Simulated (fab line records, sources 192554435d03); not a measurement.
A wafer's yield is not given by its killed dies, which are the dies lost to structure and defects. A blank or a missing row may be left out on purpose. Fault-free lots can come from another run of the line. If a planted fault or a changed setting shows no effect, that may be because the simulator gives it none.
Chamber matching + flow n5_finfet + pecvd-04 running N5_BEOL_M10_ILD_DEP_00: 3 sister chambers
The step deposits SiCOH lowk from DEMS/porogen, target thk 308.51 nm, time 58 s. 3 wafers are shown with their chamber, then 7 later ones without.

WAFERS PAIRED WITH THEIR CHAMBERS
| wafer  | chamber | heater_power_w (W) |
|--------|---------|--------------------|
| L082.6 | 2       | 321                |
| L091.2 | 1       | 307                |
| L091.3 | 0       | 269                |

WAFERS WITHOUT THEIR CHAMBER
| wafer  | heater_power_w (W) |
|--------|--------------------|
| L091.6 | 283                |
| L089.3 | 337                |
| L089.5 | 328                |
| L089.6 | 336                |
| L092.2 | 225                |
| L092.3 | 325                |
| L092.4 | 258                |

EACH ONE'S CHAMBER
| wafer  | from the rows above          | in truth |
|--------|------------------------------|----------|
| L091.6 | can't be placed: 0 or 1 or 2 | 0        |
| L089.3 | can't be placed: 2 or 1      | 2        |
| L089.5 | can't be placed: 2 or 1      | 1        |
| L089.6 | can't be placed: 2 or 1      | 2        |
| L092.2 | can't be placed: 0 or 1      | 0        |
| L092.3 | can't be placed: 2 or 1      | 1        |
| L092.4 | can't be placed: 0 or 1      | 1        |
Correct placement for 0 of the 7. From these rows, 7 cannot be placed; in 7 the true chamber is one of the candidates. Wrongly placed: 0.
How it was worked out, from the rows above alone: a wafer's distance from a chamber is the root of the sum, over the readings, of the square of ((its reading less the chamber's mean) divided by the reading's scatter). If the next closest chamber is less than 2 further off than the closest, the wafer can't be placed; otherwise it belongs to the closest. Each chamber's mean is taken over the wafers shown for it. The scatter: with one shown wafer a chamber, the root of the mean of the squares of how far each hidden wafer lies from its nearest shown one.
